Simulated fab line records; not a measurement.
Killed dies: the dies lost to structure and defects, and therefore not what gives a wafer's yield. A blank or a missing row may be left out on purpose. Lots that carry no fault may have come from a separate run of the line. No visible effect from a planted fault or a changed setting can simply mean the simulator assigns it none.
A lot that was struck, set against a sound lot :: flow nand harc :: 25 steps out of a route of 1302
Sound: wafers L195.2, L195.5, L195.6. Wafers struck: L210.2, L210.4, L210.5. The cause is given at the end.
Order at every step that has rows: each side's tool, ch and its chambers, its first start. Under that, the readings that differ: sound wafers :: struck wafers :: difference of the means :: sigmas: that difference in standard deviations of wafers without a fault.
alike: readings with means less than 2 such deviations apart, plus words and numbers identical on both sides. not compared: withheld readings, readings lacking a value on some wafer, bounds such as >300 that could conceal the same value, and numbers that have no deviation in the record and whose values overlap.
A row with sigmas, a row that says differs or no value, or rows on one side alone: a step with any of these is where the two part. Numbers that have no deviation but don't overlap get no sigmas and don't part them. A reading that every wafer of one side lacks parts them only if that side has two wafers or more.

first, 5 steps without rows for these wafers: NHARC_A_CHANNEL_HOLE_D2_DESCUM_15 (chemistry O2, time 3 s); NHARC_A_CHANNEL_HOLE_D2_ETCH_38 (etches the open film in CF4, target depth 39 nm, time 65 s); NHARC_A_CHANNEL_HOLE_D2_ETCH_39 (etches the open film in N2/H2, target depth 260 nm, time 325 s); NHARC_A_CHANNEL_HOLE_D2_ETCH_34 (etches the open film in CF4/CHF3, target depth 154 nm, time 77 s); NHARC_A_CHANNEL_HOLE_D2_ETCH_16 (etches the open film in O2/COS, target depth 3100 nm, time 806 s).
NHARC_A_CHANNEL_HOLE_D2_CD_MEAS_18:
  sound on cd sem-02 at day 14 02:02; struck on cd sem-03 at day 20 08:58
  alike: cd nm
then, 1 step without rows for these wafers: NHARC_A_CHANNEL_HOLE_D2_ETCH_19 (etches the open film in C4F8/O2/Ar, time 34.5 s).
NHARC_A_CHANNEL_HOLE_D2_ETCH_20: etches the open film in C4F8/O2/Ar, time 361.9 s, target depth 1600 nm.
  sound on har etch-01 ch 0,1, day 14 02:13; struck on har etch-02 ch 0,1, day 20 10:20
  alike: drypump motor current A, oes air line au, showerhead plenum p Torr, throttle valve pct
  not compared: rf hours counter h
NHARC_A_CHANNEL_HOLE_D2_ETCH_21: etches the open film in C4F8/O2/Ar, time 514.3 s, target depth 1600 nm.
  sound on har etch-01 ch 0,1, day 14 02:32; struck on har etch-02 ch 0,1, day 20 10:40
  alike: drypump motor current A, oes air line au, showerhead plenum p Torr, throttle valve pct
  not compared: rf hours counter h
NHARC_A_CHANNEL_HOLE_D2_ETCH_22: etches the open film in C4F8/O2/Ar, time 666.7 s, target depth 1600 nm.
  sound on har etch-01 ch 0,1, day 14 02:59; struck on har etch-02 ch 0,1, day 20 11:08
  alike: drypump motor current A, oes air line au, showerhead plenum p Torr, throttle valve pct
  not compared: rf hours counter h
NHARC_A_CHANNEL_HOLE_D2_ETCH_23: etches the open film in C4F8/O2/Ar, time 819 s, target depth 1600 nm.
  sound on har etch-01 ch 0,1, day 14 03:32; struck on har etch-02 ch 0,1, day 20 11:43
  alike: drypump motor current A, oes air line au, showerhead plenum p Torr, throttle valve pct
  not compared: rf hours counter h
then, 1 step without rows for these wafers: NHARC_A_CHANNEL_HOLE_D2_ETCH_24 (etches the open film in C4F8/O2/Ar, time 906.2 s, target depth 1500 nm).
NHARC_A_CHANNEL_HOLE_D2_ETCH_25: etches the open film in C4F8/O2/Ar, time 1040.2 s, target depth 1500 nm.
  sound on har etch-01 ch 0,1, day 14 05:01; struck on har etch-02 ch 0,1, day 20 13:14
  alike: drypump motor current A, oes air line au, showerhead plenum p Torr, throttle valve pct
  not compared: rf hours counter h
then, 5 steps without rows for these wafers: NHARC_A_CHANNEL_HOLE_D2_ETCH_26 (etches the open film in C4F8/O2/Ar, time 224.1 s, target depth 300 nm); NHARC_A_CHANNEL_HOLE_D2_ETCH_27 (etches the open film in C4F8/O2/Ar, time 90 s, target depth 400 nm); NHARC_A_CHANNEL_HOLE_D2_STRIP_41 (strips in N2/H2); NHARC_A_CHANNEL_HOLE_D2_STRIP_42 (strips in CF4/CHF3); NHARC_A_CHANNEL_HOLE_D2_STRIP_43 (strips in O2/COS).
NHARC_A_CHANNEL_HOLE_D2_ETCH_44: etches the open film in CF4/O2, target depth 140 nm, overetch 14 nm, time 77 s.
  sound on rie diel-03 ch 0,1, day 14 06:50; struck on rie diel-03 ch 2,3, day 20 14:56
reading: model.A_CHANNEL_HOLE_D2.cd nm (nm)
sound: 90.94 89.45 89.57
struck: 85.68 87.17 85.53
difference: -3.86
sigmas: 
  alike: drypump motor current A, oes product au, rf vpp V, showerhead plenum p Torr, throttle valve pct
  not compared: rf hours counter h
then, 3 steps without rows for these wafers: NHARC_A_CHANNEL_HOLE_D2_STRIP_28 (strips in O2); NHARC_A_CHANNEL_HOLE_D2_PRECLEAN_29 (cleans in SC1); NHARC_A_CHANNEL_HOLE_D2_SRD_30.
NHARC_A_CHANNEL_HOLE_D2_CD_MEAS_31:
  sound on cd sem-02 at day 14 07:41; struck on cd sem-03 at day 20 15:44
reading: cd nm (nm)
sound: 90.7 89.7 89.5
struck: 85.5 87.6 85.6
difference: -3.7
sigmas: -3
NHARC_A_CHANNEL_HOLE_D2_XSEM_32:
  sound on xsem-02 ch 0, day 14 07:46; struck on xsem-01 ch 0, day 20 15:49
reading: bot cd nm (nm)
sound: 74.9 73.8 73.6
struck: 70.3 72.3 70.1
difference: -3.2
sigmas: -2
  alike: bow nm, tilt deg
after that, 1 step had no rows for these wafers: NHARC_END_SORT_01.

## WHERE THEY PART
At NHARC_A_CHANNEL_HOLE_D2_CD_MEAS_31 first; at NHARC_A_CHANNEL_HOLE_D2_XSEM_32 last (within this record only).

WHY: the cause the simulator had injected
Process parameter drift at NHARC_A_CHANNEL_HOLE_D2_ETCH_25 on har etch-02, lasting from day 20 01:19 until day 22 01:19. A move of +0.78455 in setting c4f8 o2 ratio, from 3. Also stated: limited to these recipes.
